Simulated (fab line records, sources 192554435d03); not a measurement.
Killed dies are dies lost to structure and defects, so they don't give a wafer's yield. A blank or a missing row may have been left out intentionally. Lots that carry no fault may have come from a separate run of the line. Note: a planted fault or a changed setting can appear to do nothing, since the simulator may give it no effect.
Chamber matching | flow n5 finfet | rie diel-02 running N5_BEOL_M3_ETCH_77: 4 sister chambers
The step etches underlayer in N2/H2, target depth 6.5 nm, time 5.2 s. 8 wafers are shown with their chamber, then 10 later ones without.

EACH WAFER AND ITS CHAMBER
wafer  | chamber | showerhead plenum p Torr (Torr) | throttle valve pct (%)
L081.3 | 3       | 2.41                            | 17.92
L084.1 | 3       | 2.40                            | 17.93
L084.6 | 1       | 2.67                            | 17.63
L087.1 | 2       | 2.51                            | 17.85
L087.2 | 0       | 2.47                            | 17.88
L087.4 | 1       | 2.67                            | 17.58
L089.1 | 0       | 2.47                            | 17.88
L089.2 | 2       | 2.50                            | 17.85

WAFERS WITH NO CHAMBER GIVEN
wafer  | showerhead plenum p Torr (Torr) | throttle valve pct (%)
L089.6 | 2.40                            | 17.94
L091.1 | 2.47                            | 17.89
L091.4 | 2.50                            | 17.86
L091.5 | 2.40                            | 17.92
L092.1 | 2.47                            | 17.90
L092.3 | 2.50                            | 17.86
L092.5 | 2.50                            | 17.88
L096.2 | 2.66                            | 17.63
L096.3 | 2.40                            | 17.96
L096.4 | 2.47                            | 17.88

THE CHAMBER EACH PASSED THROUGH
wafer  | from the rows above | in truth
L089.6 | 3                   | 3
L091.1 | 0                   | 0
L091.4 | 2                   | 2
L091.5 | 3                   | 3
L092.1 | 0                   | 0
L092.3 | 2                   | 2
L092.5 | 2                   | 2
L096.2 | 1                   | 1
L096.3 | 3                   | 3
L096.4 | 0                   | 0
Correctly placed: 10 of 10. Can't be placed from these rows: 0. 0 placed wrongly.
How it was worked out, from the rows above alone: a wafer's distance from a chamber is the root of the sum, over the readings, of the square of ((its reading less the chamber's mean) divided by the reading's scatter). If the next closest chamber is less than 2 further off than the closest, the wafer can't be placed; otherwise it belongs to the closest. For every chamber, the mean is computed from those of its wafers that are shown. The scatter: the root of (the sum of the squares of (reading less its chamber's mean) over the shown wafers, divided by (wafers less chambers)).
